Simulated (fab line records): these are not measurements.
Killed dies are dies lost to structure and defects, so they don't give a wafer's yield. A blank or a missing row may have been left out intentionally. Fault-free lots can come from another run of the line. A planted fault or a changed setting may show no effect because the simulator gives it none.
fab line records | flow n5-finfet
[record] lots = 4 | wafers = 12 | last-day = 17
route steps=1938 shown BEOL_M3@1012 BEOL_M4@1021 PASSIVATION@1936
lots untouched by any fault: they come from a run of this same line in which no faults occurred
start-h: start of the lot's first displayed wafer, in hours after the record's first day | wait-h: hours since the lot's step before | " identical to the entry in the row above | L1.1+2: a single row standing in for several wafers | - either no value or no given start | * or withheld: withheld | < > ~ a bound
route shown NAME@n: names a module that has steps shown in the file, with the first one's number in the route | usual: the fault-free wafers' mean and standard deviation | same: alike in all rows | chamber/n: place in a boat | sites: each site's reading | _std_site: their standard deviation | _edge_site: inner sites' mean taken away from outer sites' mean | radius-mm: how far each site lies from the wafer's centre | mask NAME#n: copy n | behind: the last tool/chamber to shape the wafer | hold: reason for holding the lot/hours on hold/outcome of the hold | device: which transistor (n, p or np) failed to switch | end of line: tests run on the same wafers once the route is complete | where a step has no rows: the recipe by itself | killed: dies that structure and defects cost at the first sort, which is not the same as the wafer's yield | map: dies across one wafer; x = killed, . = not, _ = none there
set.NAME: the setting the step ran with; set.NAME@STEP: the setting that earlier step ran with | model.NAME: the simulator's own value behind a step, which no gauge read
a table for each step, a row for each wafer; lots at some steps of the route
[[steps]]
[step N5_BEOL_M3_ANNEAL_51]
[recipe] temp-c = 225 | time-s = 90 | ambient = N2
[step N5_BEOL_M3_CMP_52]
[recipe] stop-on = SiOC | t-overpolish-s = 6.8 | down-force-psi = 1 | platen-rpm = 50 | clearing-platen-down-force-psi = 1.5 | clearing-platen-rpm = 50 | post-cmp-clean = cu-alkaline | target-thk-nm = 40 | clearing-platen-pad-velocity-m-s = 0.99484 | pad-velocity-m-s = 0.99484
[step N5_BEOL_M3_PRE_CLEAN_60]
[recipe] gas = NH3/H2 | time-s = 15 | temp-c = * | rf-power-w = 300
[step N5_BEOL_M3_CO_CAP_55]
[recipe] material = Co | target-thk-a = 20 | temp-c = 200 | precursor = CCTBA/H2 | pressure-torr = 30 | time-s = 102.1
[step N5_BEOL_M3_PRE_CLEAN_56]
[recipe] gas = NH3 | time-s = 15 | temp-c = withheld | rf-power-w = 300
[step N5_BEOL_M3_DEP_57]
[recipe] material = SiCN | target-thk-a = 80 | temp-c = withheld | precursor = 3MS/NH3 | pressure-torr = 3 | rf-w = 202 | time-s = 14
[step N5_BEOL_M4_ILD_DEP_00]
[recipe] material = SiOC | target-thk-a = 790 | temp-c = 350 | precursor = DEMS/O2 | pressure-torr = 5 | rf-w = 500 | time-s = 15.3
[step N5_BEOL_M4_PECVD_72]
[recipe] material = SiO2 | target-thk-a = 160 | temp-c = 400 | precursor = TEOS/O2 | pressure-torr = 5.5 | rf-w = 450 | teos-flow-sccm = 53.8 | gas = O2 | flow-sccm = 3000 | time-s = 18
[step N5_BEOL_M4_HM_DEP_02]
[recipe] material = TiN | target-thk-a = 200 | temp-c = 25 | chamber-pressure-pa = 0.49996
[usual] throttle-valve-pct = 29.9/1
lot.wafer | tool           | chamber | start-h | wait-h | throttle-valve-pct
L385.2    | pvd-sputter-01 | -       | 220.97  | 0.5    | 31.3
L385.3    | "              | -       | "       | "      | 30.0
L385.6    | "              | -       | "       | "      | 31.1
L394.1    | pvd-sputter-01 | -       | 258.95  | 0.5    | 29.3
L394.3    | "              | -       | "       | "      | 30.1
L394.4    | "              | -       | "       | "      | 31.3
L395.3    | pvd-sputter-01 | -       | 277.57  | 0.5    | 29.7
L395.4    | "              | -       | "       | "      | 31.0
L395.6    | "              | -       | "       | "      | 31.0
L397.1    | pvd-sputter-03 | -       | 288.68  | 0.3    | 28.6
L397.2    | "              | -       | "       | "      | 29.8
L397.6    | "              | -       | "       | "      | 28.4
[step N5_BEOL_M4_COAT_61]
[recipe] resist = SOC | temp-c = 250 | time-s = 60 | spin-rpm = 1500 | resist-thk-nm = 60
[step N5_BEOL_M4_COAT_62]
[recipe] resist = SiARC | temp-c = 220 | time-s = 60 | spin-rpm = 1500 | resist-thk-nm = 12
[step N5_BEOL_M4_COAT_73]
[recipe] resist = underlayer | temp-c = 205 | time-s = 60 | spin-rpm = 1500 | resist-thk-nm = 5
[step N5_BEOL_M4_COAT_05]
[recipe] resist = CAR-EUV | spin-rpm = 1500 | resist-thk-nm = 30
[step N5_BEOL_M4_EBR_07]
[recipe] solvent = PGMEA | ebr-width-mm = 1.5
[step N5_BEOL_M4_SOFTBAKE_06]
[recipe] temp-c = 110 | time-s = 60 | resist = CAR-EUV
[step N5_BEOL_M4_EXPOSE_08]
[recipe] mask-id = M4 | na = 0.33 | source-shape = dipole | sigma-inner = 0.369 | sigma-outer = 0.767 | polarization = unpolarized | dose-mj = 41.25
[step N5_BEOL_M4_PEB_09]
[recipe] peb-temp-c = 100 | peb-time-s = 60 | resist = CAR-EUV
[step N5_BEOL_M4_DEVELOP_10]
[recipe] develop-time-s = 30 | developer = TMAH | resist = CAR-EUV | rinse-liquid = surfactant-rinse | dry = air-spin | dev-temp-c = 23
[step N5_BEOL_M4_INSPECT_13]
[recipe] mode = adi | inspect-instrument = brightfield
[usual] raw-defect-count = 393/92
lot.wafer | tool              | chamber | start-h | wait-h | raw-defect-count
L385.2    | defect-inspect-01 | -       | 221.55  | 0.0    | 526
L385.3    | "                 | -       | "       | "      | 349
L385.6    | "                 | -       | "       | "      | 521
L394.1    | defect-inspect-01 | -       | 259.44  | 0.1    | 351
L394.3    | "                 | -       | "       | "      | 316
L394.4    | "                 | -       | "       | "      | 817
L395.3    | defect-inspect-02 | -       | 278.06  | 0.0    | 370
L395.4    | "                 | -       | "       | "      | 835
L395.6    | "                 | -       | "       | "      | 886
L397.1    | defect-inspect-01 | -       | 289.29  | 0.1    | 432
L397.2    | "                 | -       | "       | "      | 415
L397.6    | "                 | -       | "       | "      | 392
[step N5_BEOL_M4_DESCUM_16]
[recipe] chemistry = O2 | time-s = 7 | source-power-w = 50 | bias-power-w = 20 | pressure-mtorr = 20 | rf-frequency-hz = 2.712e+07 | temp-c = 40 | resist = CAR-EUV | o2-flow-sccm = 225
[step N5_BEOL_M4_ETCH_74]
[recipe] chemistry = N2/H2 | target = underlayer | target-depth-a = 65 | mask-material = CAR-EUV | time-s = 5.2 | ion-energy-ev = 200 | pressure-mtorr = 30 | source-w = 840 | bias-w = 150 | n2-flow-sccm = 200 | h2-flow-sccm = 200 | ends = cleared
[step N5_BEOL_M4_ETCH_63]
[recipe] chemistry = CF4 | target = SiARC | target-depth-a = 156 | mask-material = CAR-EUV | time-s = 26 | ion-energy-ev = 80 | pressure-mtorr = 40 | source-w = 545 | bias-w = 36 | Ar_flow_sccm = 100 | cf4-flow-sccm = 100 | ends = cleared
[step N5_BEOL_M4_ETCH_64]
[recipe] chemistry = N2/H2 | target = SOC | target-depth-a = 750 | overetch-a = 225 | mask-material = SiARC | temp-c = 40 | time-s = 121.9 | ion-energy-ev = 200 | pressure-mtorr = 30 | source-w = 840 | bias-w = 150 | n2-flow-sccm = 200 | h2-flow-sccm = 200
[step N5_BEOL_M4_STRIP_65]
[recipe] chemistry = N2/H2 | temp-c = 40 | n2-flow-sccm = 200 | h2-flow-sccm = 200 | rf-frequency-hz = 6e+07
[step N5_BEOL_M4_STRIP_75]
[recipe] chemistry = N2/H2 | temp-c = 40 | n2-flow-sccm = 200 | h2-flow-sccm = 200 | rf-frequency-hz = 6e+07
[step N5_BEOL_M4_STRIP_66]
[recipe] chemistry = CF4 | resist = SiARC | power-w = 300 | bias-power-w = 75 | pressure-mtorr = 50 | cf4-flow-sccm = 150 | rf-frequency-hz = 6e+07
[step N5_BEOL_M4_HM_OPEN_17]
[recipe] chemistry = Cl2/BCl3 | target-depth-a = 200 | overetch-a = 60 | target = TiN | mask-material = SOC | ion-energy-ev = 150 | pressure-mtorr = 10 | icp-w = 1000 | bias-w = 126 | Cl2_flow_sccm = 53.25 | bcl3-flow-sccm = 21.75 | Ar_flow_sccm = 25
[step N5_BEOL_M4_STRIP_19]
[recipe] chemistry = O2 | power-w = 400 | temp-c = 40 | pressure-mtorr = 30 | rf-frequency-hz = 6e+07 | bias-power-w = 0 | overash-fraction = 0.2 | o2-flow-sccm = 225
[step N5_BEOL_M4_COAT_67]
[recipe] resist = SOC | temp-c = 250 | time-s = 60 | spin-rpm = 1500 | resist-thk-nm = 60
[step N5_BEOL_M4_COAT_68]
[recipe] resist = SiARC | temp-c = 220 | time-s = 60 | spin-rpm = 1500 | resist-thk-nm = 12
[step N5_BEOL_M4_COAT_76]
[recipe] resist = underlayer | temp-c = 205 | time-s = 60 | spin-rpm = 1500 | resist-thk-nm = 5
[step N5_BEOL_M4_COAT_22]
[recipe] resist = CAR-EUV | spin-rpm = 1500 | resist-thk-nm = 30
[step N5_BEOL_M4_EBR_24]
[recipe] solvent = PGMEA | ebr-width-mm = 1.5
[step N5_BEOL_M4_SOFTBAKE_23]
[recipe] temp-c = 110 | time-s = 60 | resist = CAR-EUV
[step N5_BEOL_M4_EXPOSE_25]
[recipe] mask-id = V3 | na = 0.33 | source-shape = quasar | sigma-inner = 0.2 | sigma-outer = 0.8 | polarization = unpolarized | defocus-nm = 5 | dose-mj = 63
[step N5_BEOL_M4_INSPECT_30]
[recipe] mode = adi | inspect-instrument = brightfield
[usual] raw-defect-count = 393/93
lot.wafer | tool              | chamber | start-h | wait-h | raw-defect-count
L385.2    | defect-inspect-02 | -       | 222.82  | 0.0    | 443
L385.3    | "                 | -       | "       | "      | 304
L385.6    | "                 | -       | "       | "      | 448
L394.1    | defect-inspect-02 | -       | 260.31  | 0.1    | 279
L394.3    | "                 | -       | "       | "      | 293
L394.4    | "                 | -       | "       | "      | 767
L395.3    | defect-inspect-02 | -       | 279.06  | 0.0    | 362
L395.4    | "                 | -       | "       | "      | 843
L395.6    | "                 | -       | "       | "      | 910
L397.1    | defect-inspect-02 | -       | 290.63  | 0.1    | 366
L397.2    | "                 | -       | "       | "      | 357
L397.6    | "                 | -       | "       | "      | 338
[step N5_BEOL_M4_RC_MEAS_101]
[usual] DIBL_N = 37.5/2.5 | DIBL_P = 38/3.1 | IOFF_N = 0.19/0.059 | IOFF_P = 0.24/0.061 | ION_N = 679/16 | ION_P = 465/9.8 | SS_N = 72.0/0.8 | SS_P = 73.7/0.86 | VT_N = 248/4.5 | VT_P = -249/3.5
lot.wafer | tool      | chamber | start-h | wait-h | DIBL_N[mV/V] | DIBL_P[mV/V] | IOFF_N[nA/um] | IOFF_P[nA/um] | ION_N[uA/um] | ION_P[uA/um] | SS_N[mV/dec] | SS_P[mV/dec] | VT_N[mV] | VT_P[mV]
L385.2    | prober-01 | 0       | 237.33  | 0.3    | 40.9         | 42           | 0.24          | 0.29          | 709          | 475          | 72.3         | 74.6         | 245      | -246
L385.3    | "         | 0       | "       | "      | 38.2         | 40           | 0.16          | 0.25          | 674          | 468          | 71.6         | 74.8         | 251      | -248
L385.6    | "         | 0       | "       | "      | 38.0         | 39           | 0.17          | 0.25          | 687          | 469          | 71.9         | 73.7         | 250      | -245
L394.1    | prober-01 | 0       | 283.37  | 0.0    | 35.7         | 35           | 0.14          | 0.17          | 655          | 441          | 72.7         | 73.5         | 254      | -254
L394.3    | "         | 0       | "       | "      | 36.3         | 34           | 0.14          | 0.16          | 665          | 445          | 72.0         | 72.8         | 254      | -256
L394.4    | "         | 0       | "       | "      | 38.9         | 38           | 0.21          | 0.23          | 677          | 451          | 72.5         | 74.4         | 247      | -253
L395.3    | prober-02 | 0       | 284.50  | 0.3    | 38.0         | 37           | 0.21          | 0.24          | 709          | 485          | 72.1         | 73.5         | 244      | -247
L395.4    | "         | 0       | "       | "      | 37.5         | 36           | 0.19          | 0.23          | 665          | 453          | 71.9         | 73.7         | 248      | -248
L395.6    | "         | 0       | "       | "      | 41.0         | 39           | 0.30          | 0.28          | 675          | 459          | 74.9         | 75.2         | 246      | -246
L397.1    | prober-02 | 0       | 310.35  | 0.0    | 36.5         | 34           | 0.15          | 0.19          | 672          | 461          | 71.7         | 72.9         | 251      | -251
L397.2    | "         | 0       | "       | "      | 43.6         | 43           | 0.33          | 0.36          | 698          | 479          | 73.5         | 75.8         | 240      | -243
L397.6    | "         | 0       | "       | "      | 39.7         | 38           | 0.20          | 0.24          | 671          | 458          | 72.5         | 73.3         | 247      | -248
[step N5_PASSIVATION_PROBE_49]
[usual] defect-limited-yield = 91.0/1.4 | killed_at_M0_to_M3 = 35/10 | killed_at_M4_up = 14/5.5 | killed-at-contacts = 13/5.6 | killed-at-front-end = 41/11 | killed-at-other = 4/3.4 | killed-dies = 106/16 | killed-open = 68/12 | killed-short = 35/7.3 | sort_bin_4_leakage = 0.3/2.1 | sort_bin_5_function = 5.3/0.89 | sort_bin_6_memory = 3.4/0.67 | sort_bin_8_speed = 0.01/0.11 | sort-n-pass = 1070/28 | sort-yield-pct = 90.7/2.4
[same] gross-dies = 1180 | killed-at-back-side = 0
lot.wafer | tool      | chamber | start-h | wait-h | defect-limited-yield[%] | killed_at_M0_to_M3 | killed_at_M4_up | killed-at-contacts | killed-at-front-end | killed-at-other | killed-dies | killed-open | killed-short | sort_bin_4_leakage[%] | sort_bin_5_function[%] | sort_bin_6_memory[%] | sort_bin_8_speed[%] | sort-n-pass | sort-yield-pct[%]
L394.4    | prober-02 | -       | 397.75  | 0.2    | 83.4                    | 27                 | 124             | 10                 | 34                  | 1               | 196         | 55          | 30           | 0                     | 10.2                   | 4.4                  | 0                   | 984         | 83.4
L395.3    | prober-01 | -       | 398.13  | 0.1    | 91.7                    | 27                 | 12              | 3                  | 46                  | 10              | 98          | 56          | 40           | 0                     | 4.7                    | 3.0                  | 0                   | 1082        | 91.7
L395.4    | prober-01 | -       | 398.18  | 0.2    | 83.1                    | 24                 | 127             | 11                 | 34                  | 4               | 200         | 52          | 31           | 0                     | 11.0                   | 3.7                  | 0                   | 980         | 83.1
L395.6    | prober-01 | -       | 398.28  | 0.3    | 84.1                    | 8                  | 128             | 8                  | 35                  | 9               | 188         | 41          | 32           | 0.8                   | 10.5                   | 2.8                  | 0                   | 983         | 83.3
// killed by level:class
L394.4 BEOL_M4:unspecified=111 BEOL_M0_SAQP:geometric-particle:open=8 BEOL_M0_SAQP:geometric-particle:short=8 FIN_SAQP:geometric-particle:open=6 STI_FIN_REVEAL:geometric-particle:open=6 GATE_CUT:geometric-particle:short=6 MOL_CONTACT_COAG:geometric-particle:open=6 BEOL_M4:geometric-particle:open=5
L395.3 BEOL_M0_SAQP:geometric-particle:open=15 GATE_CUT:geometric-particle:short=13 STI_FIN_REVEAL:geometric-particle:open=7 BEOL_M0_SAQP:geometric-particle:short=7 FIN_SAQP:geometric-particle:short=5 BEOL_M5:geometric-particle:short=5 PASS1_DEP:geometric-particle:open=5 FIN_SAQP:geometric-particle:open=4
L395.4 BEOL_M4:unspecified=114 MOL_CONTACT_COAG:geometric-particle:open=10 BEOL_M0_SAQP:geometric-particle:open=7 STI_FIN_REVEAL:geometric-particle:open=6 FIN_SAQP:geometric-particle:short=5 FIN_SAQP:geometric-particle:open=4 GATE_CUT:geometric-particle:short=4 BEOL_M2:geometric-particle:open=4
L395.6 BEOL_M4:unspecified=113 GATE_CUT:geometric-particle:short=9 MOL_CONTACT_COAG:geometric-particle:open=6 FIN_SAQP:geometric-particle:short=5 PASS1_DEP:geometric-particle:short=5 STARTING-WAFER:geometric-particle:open=5 DUMMY_GATE:geometric-particle:open=4 BEOL_M4:geometric-particle:short=4
// map L394.4 (x killed, . not)
_________________..xxx.......________________
______________.x................_____________
___________..x..........x..xx......__________
__________.......x.................._________
________.x..............x...x........._______
_______......x.........x...............______
______..............x....x......x......._____
_____........x..................x........____
____....................x.................___
___......x...............x................x__
___.x...........x...x.....................x__
__....x.....x..x.xx.x.x....................._
__.......x.xx.xx.x..xxx........x.....x......_
_.......x...x.xxxxxxxxx.x....................
_..........xx.xxxxxxxxxxx......x....x........
_.........x..xxxxxxxxx.x...x...x...x..x..x...
_...........xxxxxxxxxxx.xx...........x.x.....
_........x.x.xxxxxxxxxxxx....................
_..x......x.x.xxxxxxxxxxx........x...........
_..x......x..xxxxxxxxxxxxx...................
_....x......x.xxxxxxx....x...................
__.............xx.x.x...............x..x...._
__.............x.......x.....xx........x...._
___...........x...x.........x.......x.x....__
___........................................__
____...............x...x.xx....x...x......___
_____.x.x..x.x........x..................____
______..................x..............._____
_______....x......................x....______
________.x..x.............x.x........._______
__________.........x........x......._________
___________........................__________
______________.......x.........._____________
_________________.......x...x________________
// map L395.4 (x killed, . not)
_________________............________________
______________......xx.........._____________
___________..............x.........__________
__________.........................._________
________.................x.....x....x._______
_______.....................x..........______
______................x.....x..........._____
_____.................x............x.x...____
____x.........x.....x.....................___
___.........x...x...x........x......x......__
___........x......x.x............x......x..__
__...............x.........................._
__......x....xxxxxxxx.xx....x........x..x..._
_..xx.....x.x.xxxxxxxxx.x..x.................
_.......x.x.xxxxxxxxxxxxx.x.....x..x.........
_.x......xx...xxxxxxxxx..................xx..
_.........xxxxxxxxxxxxxx...x.x.........x..x..
_....x.x...xxxxxxxxxxxxx.....................
_.x........x.xxxxxxxxx....x.........x........
_............x.xxxxxxxxxx........x..x........
_.............xxxxxxxx.xx..........x.........
__..x......x....xx...xx.............x......._
__...............x...........x.............._
___................x.....................x.__
___.....................x..x...............__
____..............x.............x.........___
_____.................x.x..............x.____
______....x...x........................._____
_______....xx.....x....x...x...........______
________.x....x..........x......xx.x.._______
__________....x..xx...........x.x..._________
___________........xx.........xx...__________
______________......x.....x....._____________
_________________.........x..________________
[[key]]
[first-sign] step = N5_BEOL_M4_INSPECT_13 | reading = raw-defect-count | direction = up | sigmas = 4.9 | usual = 393 | struck = 846
[effect] step = N5_BEOL_M4_INSPECT_30 | reading = raw-defect-count | direction = up | sigmas = 4.8 | usual = 393 | struck = 840
[effect] step = N5_PASSIVATION_PROBE_49 | reading = killed_at_M4_up | direction = up | sigmas = 21 | usual = 14 | struck = 126
[more-kills-born-at] N5_BEOL_M4_HM_DEP_02@pvd-sputter-01 = 338
met-at N5_BEOL_M4_HM_DEP_02
struck-wafers L394.4,L395.4,L395.6
onset-between 220.97 258.95
[fault] kind = chamber-particle-source | tool = pvd-sputter-01 | chamber = - | onset-h = 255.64 | steps = N5_BEOL_M4_HM_DEP_02 | rate-per-visit-cm2 = 0.66263 | end-h = 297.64 | scope = struck-wafers-only
